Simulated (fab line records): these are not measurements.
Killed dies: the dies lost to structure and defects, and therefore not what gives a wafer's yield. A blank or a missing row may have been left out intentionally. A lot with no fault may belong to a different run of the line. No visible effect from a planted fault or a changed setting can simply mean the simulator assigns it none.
fab line records | flow nand-harc | part 1 of 2: steps 1 to 23 of 36
[record] lots = 5 wafers = 15 last-day = 23
route steps=1159 shown A_STAIRCASE@623
lots that met no fault: from a run of the same line without faults
start-h: the number of hours between the record's first day and the start of the first shown wafer of the lot | wait-h: hours since the lot's step before | " identical to the entry in the row above | L1.1+2: a row that stands for several wafers | - no value present, or no start provided | * or withheld: withheld | < > ~ a bound
route shown NAME@n: a module of which the file shows steps, and the number in the route of the first | usual: the fault-free wafers' mean and standard deviation | same: alike in all rows | chamber/n: place in a boat | sites: the reading at each site | _std_site: standard deviation of those values | _edge_site: the outer-site mean with the inner-site mean subtracted | radius-mm: how far each site lies from the wafer's centre | mask NAME#n: copy n | behind: the most recent tool/chamber to have shaped the wafer | hold: why the lot went on hold/how many hours it stayed there/how the hold came to an end | device: the transistor (n, p or np) that didn't switch | end of line: tests run on the same wafers once the route is complete | a step with no rows: only its recipe | killed: count of dies lost to structure and defects at first sort (not the wafer's yield) | map: per-die view of a wafer (x killed, . not killed, _ where there is no die)
set.NAME: the setting as run; set.NAME@STEP: as run at that earlier step | model.NAME: the simulator's own value behind a step, which no gauge read
certain route steps with their lots: each step a table, each wafer a row
services: from which hour (start-h, from the record's first day; less than 0 if before it) a tool's chamber was out of use, for how many hours, and why
[[steps]]
[step NHARC_A_STAIRCASE_TRIM_229]
[recipe] time-s = 211.2 o2-flow-sccm = 500 ar-flow-sccm = 0 bias-w = 0 chemistry = O2
[usual] drypump-motor-current-A = 5.5/0.31 oes-product-au = 1.002/0.0085 rf-vpp-V = 57.9/0.96 showerhead-plenum-p-Torr = 3.53/0.17 throttle-valve-pct = 17.037/0.01
[same] time-s = 211.2
// columns lot.wafer tool chamber start-h wait-h drypump-motor-current-A oes-product-au rf-hours-counter-h rf-vpp-V showerhead-plenum-p-Torr throttle-valve-pct
L076.4 rie-diel-13 2 259.99 0.1 5.5 1.005 52 56.2 3.31 17.041
L076.1 " 1 " " 5.4 1.005 49 58.5 3.58 17.014
L076.5 " 3 " " 5.8 1.012 - 57.6 3.29 17.046
L078.1 rie-diel-13 0 266.35 0.1 5.3 0.996 57 58.4 3.64 17.028
L078.4 " 1 " " 5.4 0.993 51 58.1 3.57 17.043
L078.6 " 0 " " 5.3 0.995 - 58.4 3.64 17.036
L083.4 rie-diel-13 0 302.40 0.1 5.3 1.002 4 58.8 3.64 17.034
L083.6 " 1 " " 5.4 0.988 - 57.6 3.57 17.040
L083.5 " 2 " " 5.5 0.991 - 57.6 3.30 17.052
L084.1 rie-diel-06 2 313.36 1.0 5.5 1.006 23 57.6 3.79 17.040
L084.2 " 3 " " 6.1 0.982 20 57.3 3.35 17.043
L084.6 " 0 " " 5.7 0.986 - 57.8 3.35 17.039
L091.4 rie-diel-06 3 350.59 0.1 6.1 1.000 38 57.1 3.34 17.040
L091.1 " 1 " " 5.0 1.010 39 57.8 3.42 17.043
L091.5 " 0 " " 5.7 0.992 - 58.6 3.34 17.030
[step NHARC_A_STAIRCASE_ETCH_230]
[recipe] target-depth-a = 1000 time-s = 40.5 ion-energy-ev = 400 c4f8-flow-sccm = 20 o2-flow-sccm = 10 ar-flow-sccm = withheld rf-w = 600 bias-w = 1000 chemistry = C4F8/O2
[usual] oes-product-au = 0.949/0.015 rf-vpp-V = 896/6.7
[same] time-s = 40.5
// columns lot.wafer tool chamber start-h wait-h oes-product-au rf-hours-counter-h rf-vpp-V
L076.4 rie-diel-13 3 - - 0.969 55 886
L076.1 " 2 " " 0.936 52 887
L076.5 " 3 " " 0.961 - 887
L078.1 rie-diel-13 1 - - 0.925 51 897
L078.4 " 3 " " 0.940 57 886
L078.6 " 2 " " 0.926 - 888
L083.4 rie-diel-13 2 - - 0.966 3 888
L083.5 " 3 " " 0.982 - 907
L083.6 " 0 " " 0.980 - 900
L084.1 rie-diel-06 3 - - 0.944 20 890
L084.2 " 0 " " 0.933 26 890
L084.6 " 3 " " 0.939 - 890
L091.1 rie-diel-06 3 - - 0.931 38 890
L091.4 " 1 " " 0.956 39 891
L091.5 " 3 " " 0.927 - 889
[step NHARC_A_STAIRCASE_TRIM_231]
[recipe] time-s = 211.2 o2-flow-sccm = 500 ar-flow-sccm = 0 bias-w = 0 chemistry = O2
[usual] drypump-motor-current-A = 5.6/0.3 oes-product-au = 1.001/0.0092 rf-vpp-V = 57.7/1 showerhead-plenum-p-Torr = 3.52/0.18 throttle-valve-pct = 17.036/0.0092
[same] time-s = 211.2
// columns lot.wafer tool chamber start-h wait-h drypump-motor-current-A oes-product-au rf-hours-counter-h rf-vpp-V showerhead-plenum-p-Torr throttle-valve-pct
L076.4 rie-diel-13 3 - - 5.8 1.007 55 55.2 3.29 17.050
L076.1 " 0 " " 5.3 0.991 55 59.0 3.64 17.033
L076.5 " 2 " " 5.5 1.001 - 58.5 3.31 17.021
L078.1 rie-diel-13 0 - - 5.3 0.990 58 57.9 3.64 17.050
L078.4 " 1 " " 5.4 1.002 51 56.6 3.57 17.045
L078.6 " 3 " " 5.8 1.015 - 57.5 3.29 17.029
L083.4 rie-diel-13 3 - - 5.8 1.011 5 57.2 3.81 17.050
L083.5 " 2 " " 5.5 0.999 - 55.9 3.30 17.029
L083.6 " 3 " " 5.8 1.008 - 57.8 3.81 17.031
L084.1 rie-diel-06 3 - - 6.1 0.990 20 58.5 3.35 17.037
L084.2 " 1 " " 5.0 1.009 25 57.5 3.43 17.032
L084.6 " 0 " " 5.7 0.982 - 57.7 3.35 17.024
L091.4 rie-diel-06 3 - - 6.1 1.009 38 57.2 3.34 17.054
L091.1 " 0 " " 5.7 0.991 42 57.8 3.34 17.028
L091.5 " 3 " " 6.1 1.002 - 56.7 3.34 17.022
[step NHARC_A_STAIRCASE_ETCH_232]
[recipe] target-depth-a = 1000 time-s = 40.5 ion-energy-ev = 400 c4f8-flow-sccm = 20 o2-flow-sccm = 10 ar-flow-sccm = withheld rf-w = 600 bias-w = 1000 chemistry = C4F8/O2
[usual] oes-product-au = 0.944/0.013 rf-vpp-V = 896/6.4
[same] time-s = 40.5
// columns lot.wafer tool chamber start-h wait-h oes-product-au rf-hours-counter-h rf-vpp-V
L076.1 rie-diel-13 3 - - 0.979 55 887
L076.4 " 1 " " 0.955 49 897
L076.5 " 3 " " 0.985 - 888
L078.1 rie-diel-13 1 - - 0.947 52 896
L078.4 " 2 " " 0.941 56 887
L078.6 " 1 " " 0.946 - 897
L083.4 rie-diel-13 0 - - 0.965 5 900
L083.6 " 2 " " 0.950 - 889
L083.5 " 3 " " 0.961 - 906
L084.2 rie-diel-06 2 - - 0.944 23 904
L084.1 " 3 " " 0.932 20 889
L084.6 " 3 " " 0.923 - 888
L091.4 rie-diel-06 1 - - 0.943 39 893
L091.1 " 3 " " 0.940 38 888
L091.5 " 1 " " 0.942 - 892
[step NHARC_A_STAIRCASE_TRIM_233]
[recipe] time-s = 211.2 o2-flow-sccm = 500 ar-flow-sccm = 0 bias-w = 0 chemistry = O2
[usual] drypump-motor-current-A = 5.5/0.31 oes-product-au = 1.002/0.01 rf-vpp-V = 57.8/0.88 showerhead-plenum-p-Torr = 3.52/0.17 throttle-valve-pct = 17.035/0.0096
[same] time-s = 211.2
// columns lot.wafer tool chamber start-h wait-h drypump-motor-current-A oes-product-au rf-hours-counter-h rf-vpp-V showerhead-plenum-p-Torr throttle-valve-pct
L076.1 rie-diel-13 1 - - 5.4 1.003 49 57.0 3.57 17.046
L076.4 " 0 " " 5.4 1.001 55 59.2 3.64 17.035
L076.5 " 1 " " 5.4 1.009 - 57.5 3.58 17.039
L078.4 rie-diel-13 0 - - 5.3 1.003 60 58.9 3.64 17.035
L078.1 " 1 " " 5.4 1.002 52 58.9 3.57 17.042
L078.6 " 3 " " 5.8 1.015 - 57.0 3.28 17.029
L083.4 rie-diel-13 3 - - 5.8 1.005 6 58.0 3.80 17.036
L083.5 " 1 " " 5.4 1.002 - 57.3 3.57 17.032
L083.6 " 2 " " 5.5 0.998 - 57.5 3.30 17.034
L084.2 rie-diel-06 1 - - 5.0 1.008 25 56.4 3.43 17.055
L084.1 " 2 " " 5.6 1.003 24 58.0 3.79 17.042
L084.6 " 2 " " 5.6 1.001 - 57.5 3.79 17.026
L091.1 rie-diel-06 3 - - 6.1 0.999 38 58.3 3.34 17.011
L091.4 " 1 " " 5.0 1.003 39 57.9 3.42 17.058
L091.5 " 0 " " 5.7 0.994 - 57.0 3.34 17.017
[step NHARC_A_STAIRCASE_ETCH_234]
[recipe] target-depth-a = 1000 time-s = 40.5 ion-energy-ev = 400 c4f8-flow-sccm = 20 o2-flow-sccm = 10 ar-flow-sccm = withheld rf-w = 600 bias-w = 1000 chemistry = C4F8/O2
[usual] oes-product-au = 0.945/0.012 rf-vpp-V = 895/6.3
[same] time-s = 40.5
// columns lot.wafer tool chamber start-h wait-h oes-product-au rf-hours-counter-h rf-vpp-V
L076.1 rie-diel-13 2 - - 0.934 53 889
L076.4 " 0 " " 0.954 55 900
L076.5 " 2 " " 0.953 - 889
L078.4 rie-diel-13 3 - - 0.950 60 887
L078.1 " 0 " " 0.929 60 901
L078.6 " 2 " " 0.945 - 888
L083.4 rie-diel-13 2 - - 0.942 4 888
L083.5 " 0 " " 0.961 - 900
L083.6 " 1 " " 0.939 - 898
L084.2 rie-diel-06 1 - - 0.938 25 893
L084.1 " 2 " " 0.939 24 906
L084.6 " 2 " " 0.939 - 906
L091.4 rie-diel-06 2 - - 0.953 40 905
L091.1 " 1 " " 0.964 40 892
L091.5 " 3 " " 0.940 - 889
[step NHARC_A_STAIRCASE_TRIM_235]
[recipe] time-s = 211.2 o2-flow-sccm = 500 ar-flow-sccm = 0 bias-w = 0 chemistry = O2
[usual] drypump-motor-current-A = 5.5/0.32 oes-product-au = 1.002/0.0088 rf-vpp-V = 57.7/1 showerhead-plenum-p-Torr = 3.53/0.18 throttle-valve-pct = 17.037/0.0086
[same] time-s = 211.2
// columns lot.wafer tool chamber start-h wait-h drypump-motor-current-A oes-product-au rf-hours-counter-h rf-vpp-V showerhead-plenum-p-Torr throttle-valve-pct
L076.1 rie-diel-13 3 - - 5.8 1.007 55 56.7 3.29 17.019
L076.4 " 0 " " 5.3 1.001 55 57.7 3.64 17.053
L076.5 " 0 " " 5.3 0.993 - 58.6 3.64 17.029
L078.4 rie-diel-13 1 - - 5.4 0.994 53 57.8 3.57 17.033
L078.1 " 2 " " 5.5 0.994 57 56.3 3.31 17.039
L078.6 " 0 " " 5.4 0.992 - 57.7 3.64 17.044
L083.4 rie-diel-13 3 - - 5.8 1.006 6 59.3 3.81 17.048
L083.5 " 3 " " 5.8 1.001 - 58.9 3.81 17.048
L083.6 " 0 " " 5.4 1.001 - 58.5 3.64 17.030
L084.1 rie-diel-06 3 - - 6.1 0.991 21 57.0 3.35 17.034
L084.2 " 1 " " 5.0 1.013 25 57.2 3.43 17.035
L084.6 " 3 " " 6.1 0.998 - 56.8 3.35 17.043
L091.4 rie-diel-06 3 - - 6.1 0.992 38 56.2 3.34 17.043
L091.1 " 2 " " 5.6 1.001 40 57.9 3.78 17.026
L091.5 " 3 " " 6.1 0.992 - 57.1 3.34 17.040
[step NHARC_A_STAIRCASE_ETCH_236]
[recipe] target-depth-a = 1000 time-s = 40.5 ion-energy-ev = 400 c4f8-flow-sccm = 20 o2-flow-sccm = 10 ar-flow-sccm = withheld rf-w = 600 bias-w = 1000 chemistry = C4F8/O2
[usual] oes-product-au = 0.945/0.01 rf-vpp-V = 896/6.6
[same] time-s = 40.5
// columns lot.wafer tool chamber start-h wait-h oes-product-au rf-hours-counter-h rf-vpp-V
L076.4 rie-diel-13 3 - - 0.965 55 886
L076.1 " 1 " " 0.946 49 899
L076.5 " 3 " " 0.956 - 888
L078.4 rie-diel-13 0 - - 0.939 60 899
L078.1 " 1 " " 0.954 53 896
L078.6 " 0 " " 0.934 - 900
L083.4 rie-diel-13 1 - - 0.961 5 898
L083.5 " 0 " " 0.951 - 901
L083.6 " 1 " " 0.960 - 897
L084.2 rie-diel-06 0 - - 0.932 27 890
L084.1 " 1 " " 0.955 25 891
L084.6 " 0 " " 0.931 - 889
L091.1 rie-diel-06 0 - - 0.934 42 888
L091.4 " 1 " " 0.963 40 893
L091.5 " 3 " " 0.947 - 889
[step NHARC_A_STAIRCASE_STRIP_238]
[recipe] power-w = 1500 temp-c = 250 chemistry = O2
[usual] drypump-motor-current-A = 5.7/0.33 heater-power-w = 354/30
// columns lot.wafer tool chamber start-h wait-h drypump-motor-current-A heater-power-w rf-hours-counter-h
L076.1 plasma-asher-01 1 261.14 0.1 5.4 323 51
L076.4 " 1 " " 5.4 329 -
L076.5 " 0 " " 6.0 315 -
L078.1 plasma-asher-02 1 269.74 0.1 5.3 341 27
L078.4 " 0 " " 6.0 400 -
L078.6 " 1 " " 5.3 335 -
L083.4 plasma-asher-01 0 303.49 0.2 6.0 340 -
L083.5 " 0 " " 6.0 341 -
L083.6 " 1 " " 5.4 342 -
L084.2 plasma-asher-02 1 314.51 0.1 5.3 334 42
L084.1 " 0 " " 6.0 402 42
L084.6 " 1 " " 5.3 333 -
L091.1 plasma-asher-02 0 352.20 0.2 6.0 402 53
L091.4 " 0 " " 6.0 404 -
L091.5 " 1 " " 5.3 332 -
[step NHARC_A_STAIRCASE_STRIP_239]
[recipe] time-s = 900 temp-c = 130 chemistry = SPM
[usual] bath-guard-temp-C = 129.9/0.49
[same] time-s = 900
// columns lot.wafer tool chamber start-h wait-h bath-guard-temp-C
L076.4 wet-bench-03 0 261.45 0.2 130.5
L076.5 " 1 " " 129.9
L076.1 " 2 " " 129.8
L078.4 wet-bench-03 2 270.05 0.2 130.0
L078.1 " 3 " " 129.3
L078.6 " 4 " " 130.3
L083.6 wet-bench-01 0 303.76 0.1 130.8
L083.4 " 2 " " 129.7
L083.5 " 3 " " 130.5
L084.6 wet-bench-06 2 314.86 0.1 130.2
L084.2 " 4 " " 128.8
L084.1 " 6 " " 129.8
L091.1 wet-bench-03 1 352.52 0.3 130.2
L091.4 " 3 " " 129.4
L091.5 " 5 " " 129.3
[step NHARC_A_STAIRCASE_PRECLEAN_240]
[recipe] time-s = * temp-c = 50 bath-age-min = 0 chemistry = SC1
[usual] bath-guard-temp-C = 49.9/0.46 nh4oh-flow-mL-min = 28.31/0.1 sc1-h2o2-end-mol-l = 0.3698/0.0007
[same] time-s = *
// columns lot.wafer tool chamber start-h wait-h bath-guard-temp-C nh4oh-flow-mL-min sc1-h2o2-end-mol-l
L076.4 wet-bench-03 0 - - 50.2 28.43 0.3696
L076.5 " 1 " " 50.1 28.35 0.3700
L076.1 " 2 " " 50.2 28.51 0.3695
L078.4 wet-bench-03 2 - - 49.7 28.23 0.3701
L078.1 " 3 " " 49.5 28.33 0.3705
L078.6 " 4 " " 50.1 28.31 0.3688
L083.6 wet-bench-01 0 - - 51.0 28.29 0.3701
L083.4 " 2 " " 49.3 28.16 0.3699
L083.5 " 3 " " 50.3 28.47 0.3688
L084.6 wet-bench-06 2 - - 49.5 28.27 0.3712
L084.2 " 4 " " 49.2 28.35 0.3699
L084.1 " 6 " " 49.9 28.34 0.3690
L091.1 wet-bench-03 1 - - 49.8 28.27 0.3696
L091.4 " 3 " " 49.3 28.30 0.3701
L091.5 " 5 " " 48.9 28.02 0.3702
[step NHARC_A_STAIRCASE_SRD_241]
// columns lot.wafer tool chamber start-h wait-h
L076.4+5+1 wet-bench-03 0,1,2 - -
L078.4+1+6 wet-bench-03 2,3,4 - -
L083.6+4+5 wet-bench-01 0,2,3 - -
L084.6+2+1 wet-bench-06 2,4,6 - -
L091.1+4+5 wet-bench-03 1,3,5 - -
[step NHARC_A_STAIRCASE_DEHYDRATE_242]
[recipe] temp-c = 150 time-s = 120
[same] time-s = 120
// columns lot.wafer tool chamber start-h wait-h
L076.1+4+5 litho-track-07 0 261.90 -
L078.1+4+6 litho-track-02 0 270.51 -
L083.4+5+6 litho-track-07 0 304.20 -
L084.1+2+6 litho-track-02 0 315.32 -
L091.1+4+5 litho-track-03 0 353.07 -
[step NHARC_A_STAIRCASE_HMDS_243]
[recipe] time-s = 30
[same] time-s = 30
// columns lot.wafer tool chamber start-h wait-h
L076.1+4+5 litho-track-07 0 - -
L078.1+4+6 litho-track-02 0 - -
L083.4+5+6 litho-track-07 0 - -
L084.1+2+6 litho-track-02 0 - -
L091.1+4+5 litho-track-03 0 - -
[step NHARC_A_STAIRCASE_COAT_244]
[recipe] spin-rpm = 1200
// columns lot.wafer tool chamber start-h wait-h
L076.1+4+5 litho-track-07 0 - -
L078.1+4+6 litho-track-02 0 - -
L083.4+5+6 litho-track-07 0 - -
L084.1+2+6 litho-track-02 0 - -
L091.1+4+5 litho-track-03 0 - -
[step NHARC_A_STAIRCASE_SOFTBAKE_245]
[recipe] temp-c = 135 time-s = 170
[same] time-s = 170
// columns lot.wafer tool chamber start-h wait-h
L076.1+4+5 litho-track-07 0 - -
L078.1+4+6 litho-track-02 0 - -
L083.4+5+6 litho-track-07 0 - -
L084.1+2+6 litho-track-02 0 - -
L091.1+4+5 litho-track-03 0 - -
[step NHARC_A_STAIRCASE_EBR_246]
// columns lot.wafer tool chamber start-h wait-h
L076.1+4+5 litho-track-07 0 - -
L078.1+4+6 litho-track-02 0 - -
L083.4+5+6 litho-track-07 0 - -
L084.1+2+6 litho-track-02 0 - -
L091.1+4+5 litho-track-03 0 - -
[step NHARC_A_STAIRCASE_EXPOSE_247]
[recipe] na = 0.5 dose-mj = 25.34 mask-id = SDS_1
[usual] exposure-dose-mJ-cm2 = 25.326/0.028
// columns lot.wafer tool chamber start-h wait-h mask exposure-dose-mJ-cm2
L076.1 krf-scanner-03 0 262.10 - SDS_1#0 25.339
L076.4 " 0 " " SDS_1#0 25.389
L076.5 " 0 " " SDS_1#0 25.344
L078.1 krf-scanner-02 0 270.84 - SDS_1#0 25.326
L078.4 " 0 " " SDS_1#0 25.357
L078.6 " 0 " " SDS_1#0 25.335
L083.4 krf-scanner-03 0 304.55 - SDS_1#0 25.350
L083.5 " 0 " " SDS_1#0 25.319
L083.6 " 0 " " SDS_1#0 25.318
L084.1 krf-scanner-03 0 315.66 - SDS_1#0 25.317
L084.2 " 0 " " SDS_1#0 25.332
L084.6 " 0 " " SDS_1#0 25.317
L091.1 krf-scanner-04 0 353.28 - SDS_1#0 25.330
L091.4 " 0 " " SDS_1#0 25.315
L091.5 " 0 " " SDS_1#0 25.331
[step NHARC_A_STAIRCASE_PEB_248]
[recipe] peb-temp-c = 115 peb-time-s = 130
// columns lot.wafer tool chamber start-h wait-h
L076.1+4+5 litho-track-07 0 262.17 0.1
L078.1+4+6 litho-track-07 0 270.91 0.1
L083.4+5+6 litho-track-07 0 304.60 0.0
L084.1+2+6 litho-track-02 0 315.72 0.1
L091.1+4+5 litho-track-02 0 353.34 0.1
[step NHARC_A_STAIRCASE_DEVELOP_249]
[recipe] time-s = 140
[same] time-s = 140
// columns lot.wafer tool chamber start-h wait-h
L076.1+4+5 litho-track-07 0 - -
L078.1+4+6 litho-track-07 0 - -
L083.4+5+6 litho-track-07 0 - -
L084.1+2+6 litho-track-02 0 - -
L091.1+4+5 litho-track-02 0 - -
[step NHARC_A_STAIRCASE_HARDBAKE_251]
[recipe] temp-c = 120 time-s = 140
[same] time-s = 140
// columns lot.wafer tool chamber start-h wait-h
L076.1+4+5 litho-track-07 0 262.39 -
L078.1+4+6 litho-track-02 0 271.13 -
L083.4+5+6 litho-track-07 0 304.83 -
L084.1+2+6 litho-track-02 0 315.94 -
L091.1+4+5 litho-track-03 0 353.56 -
[step NHARC_A_STAIRCASE_DESCUM_252]
[recipe] time-s = 3 o2-flow-sccm = 200 ar-flow-sccm = 0 bias-power-w = 0 chemistry = O2
[usual] drypump-motor-current-A = 5.5/0.4 oes-product-au = 0.998/0.01 rf-vpp-V = 57.9/0.85 showerhead-plenum-p-Torr = 1.93/0.1 throttle-valve-pct = 11.312/0.0091
[same] time-s = 3
// columns lot.wafer tool chamber start-h wait-h drypump-motor-current-A oes-product-au rf-hours-counter-h rf-vpp-V showerhead-plenum-p-Torr throttle-valve-pct
L076.1 rie-diel-03 0 262.50 - 5.5 0.999 14 58.2 1.89 11.316
L076.4 " 1 " " 6.3 1.020 16 58.0 1.96 11.301
L076.5 " 1 " " 6.3 1.006 - 58.2 1.96 11.316
L078.1 rie-diel-13 3 271.28 - 5.8 1.010 61 56.9 1.77 11.294
L078.4 " 0 " " 5.3 0.991 61 56.9 1.98 11.304
L078.6 " 2 " " 5.5 1.001 - 56.6 1.79 11.316
L083.4 rie-diel-06 2 304.92 - 5.6 1.015 19 58.0 2.07 11.308
L083.6 " 0 " " 5.7 0.980 - 57.7 1.81 11.310
L083.5 " 1 " " 5.0 1.003 - 58.8 1.86 11.325
L084.2 rie-diel-13 0 316.04 - 5.3 0.993 9 57.1 1.98 11.304
L084.1 " 2 " " 5.5 0.998 9 57.7 1.78 11.320
L084.6 " 1 " " 5.4 0.995 - 58.1 1.94 11.306
L091.4 rie-diel-13 0 353.66 - 5.3 1.005 22 57.9 1.97 11.321
L091.1 " 1 " " 5.4 0.992 21 58.4 1.93 11.318
L091.5 " 0 " " 5.3 1.000 - 56.9 1.97 11.312
[step NHARC_A_STAIRCASE_ETCH_253]
[recipe] target-depth-a = 500 time-s = 20.2 ion-energy-ev = 400 c4f8-flow-sccm = 20 o2-flow-sccm = 10 ar-flow-sccm = withheld rf-w = 600 bias-w = 1000 chemistry = C4F8/O2
[usual] oes-product-au = 0.952/0.018 rf-vpp-V = 896/6.2
[same] time-s = 20.2
// columns lot.wafer tool chamber start-h wait-h oes-product-au rf-hours-counter-h rf-vpp-V
L076.1 rie-diel-03 2 262.59 0.1 0.942 16 899
L076.4 " 3 " " 0.944 13 905
L076.5 " 1 " " 0.964 - 899
L078.4 rie-diel-13 2 271.51 0.2 0.931 58 888
L078.1 " 1 " " 0.942 54 899
L078.6 " 2 " " 0.936 - 887
L083.4 rie-diel-06 1 304.99 0.1 0.977 21 893
L083.5 " 1 " " 0.963 - 893
L083.6 " 2 " " 0.996 - 906
L084.2 rie-diel-13 0 316.12 0.1 0.960 9 899
L084.1 " 1 " " 0.970 9 897
L084.6 " 0 " " 0.959 - 899
L091.4 rie-diel-13 2 353.79 0.1 0.960 19 887
L091.1 " 0 " " 0.944 22 900
L091.5 " 3 " " 0.940 - 905
